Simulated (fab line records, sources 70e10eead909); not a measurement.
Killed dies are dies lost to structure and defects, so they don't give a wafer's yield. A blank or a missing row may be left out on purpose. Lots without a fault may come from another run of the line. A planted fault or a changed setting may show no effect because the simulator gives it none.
Which tool did it? | flow nand_harc | 7 lots, 21 wafers sampled, at 5 steps of a route of 1159

WHAT THE GAUGES READ, wafer by wafer
NHARC_END_SORT_01.
lot  | measured     | on        | defect_limited_yield (%)
L115 | day 21 09:57 | prober-01 | 69.9 64.7 62.0
L123 | day 23 20:28 | prober-01 | 89.5 92.3 93.8
L127 | day 25 00:32 | prober-02 | 92.5 92.2 93.9

WHICH TOOL RAN EACH LOT (tool, then ch and the chambers of the sampled wafers, then the start)
lot  | NHARC_P_M2_ECD_22              | NHARC_THIN_TSV_PVD_19                   | NHARC_THIN_TSV_PVD_51                   | NHARC_THIN_TSV_DEGAS_53
L109 | ecd_cu-02 ch 0,1, day 6 08:58  | pvd_sputter-01, day 19 04:19 or earlier | pvd_sputter-01, day 19 04:19 or earlier | pvd_sputter-01, day 19 04:19
L111 | ecd_cu-02 ch 0,1, day 7 02:41  | pvd_sputter-02, day 19 12:02 or earlier | pvd_sputter-02, day 19 12:02 or earlier | pvd_sputter-02, day 19 12:02
L114 | ecd_cu-02 ch 0,1, day 7 18:14  | pvd_sputter-01, day 20 07:13 or earlier | pvd_sputter-01, day 20 07:13 or earlier | pvd_sputter-01, day 20 07:13
L115 | ecd_cu-01 ch 0,1, day 8 10:36  | pvd_sputter-03, day 20 23:09 or earlier | pvd_sputter-03, day 20 23:09 or earlier | pvd_sputter-01, day 20 23:09
L123 | ecd_cu-02 ch 0,1, day 10 12:49 | pvd_sputter-01, day 23 09:40 or earlier | pvd_sputter-01, day 23 09:40 or earlier | pvd_sputter-03, day 23 09:40
L127 | ecd_cu-02 ch 0,1, day 11 06:14 | pvd_sputter-01, day 24 13:52 or earlier | pvd_sputter-01, day 24 13:52 or earlier | pvd_sputter-02, day 24 13:52
L129 | ecd_cu-02 ch 0,1, day 11 16:28 | pvd_sputter-01, day 24 15:08 or earlier | pvd_sputter-01, day 24 15:08 or earlier | pvd_sputter-02, day 24 15:08
- NHARC_P_M2_ECD_22: material Cu, target thk 400 nm.
- NHARC_THIN_TSV_PVD_19: deposits TaN, target thk 20 nm.
- NHARC_THIN_TSV_PVD_51: deposits Cu, target thk 100 nm.
- NHARC_THIN_TSV_DEGAS_53: time 60 s.

THE ANSWER, worked out from the rows above alone
Rule: what is usual is taken from the lots themselves. Put in order of their means at a reading, lots are off if they are a third of the lots or fewer, leave a main group of 4 or more, and stand apart from it by a gap of 3 or more times the standard deviation of the main group's means; of several such gaps the widest counts. A main group whose means are all the same, to the digits that the tables above print for the reading, isn't used. A lot without any number at a reading at which 4 lots or more have one is off too. The other lots that the step has rows for count as sound.
No lot is off at any reading shown: from this, nothing can be told.

WHAT THE SIMULATOR HAD PUT IN
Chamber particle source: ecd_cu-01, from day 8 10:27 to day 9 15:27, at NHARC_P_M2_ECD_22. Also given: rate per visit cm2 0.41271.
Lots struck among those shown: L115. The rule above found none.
